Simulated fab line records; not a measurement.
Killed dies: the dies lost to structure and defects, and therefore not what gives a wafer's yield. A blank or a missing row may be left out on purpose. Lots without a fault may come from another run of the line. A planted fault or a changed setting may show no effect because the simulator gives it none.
Matching of chambers -- flow n5-finfet -- N5_BEOL_M10_STRIP_36 on rie-diel-01: 4 sister chambers
The step strips in N2/H2. 4 wafers are shown with their chamber, then 7 later ones without.

## WAFERS, EACH WITH ITS CHAMBER
wafer,chamber,showerhead-plenum-p-Torr (Torr)
L076.6,1,2.59
L082.2,0,2.49
L084.2,3,2.54
L084.3,2,2.71

## WAFERS WITHOUT THEIR CHAMBER
wafer,showerhead-plenum-p-Torr (Torr)
L084.4,2.58
L085.3,2.48
L085.5,2.58
L085.6,2.48
L097.3,2.69
L097.5,2.47
L097.6,2.53

## THE CHAMBER EACH PASSED THROUGH
wafer,from the rows above,in truth
L084.4,1,1
L085.3,0,0
L085.5,1,1
L085.6,0,0
L097.3,2,2
L097.5,0,0
L097.6,3,3
7 of 7 placed correctly. Not placeable from these rows: 0. Wrongly placed: 0.
How it was worked out, from the rows above alone: a wafer's distance from a chamber is the root of the sum, over the readings, of the square of ((its reading less the chamber's mean) divided by the reading's scatter). If the next closest chamber is less than 2 further off than the closest, the wafer can't be placed; otherwise it belongs to the closest. A chamber's mean is the mean of its shown wafers. The scatter: root of mean squared gap, hidden wafer to nearest shown wafer, with one shown wafer a chamber.
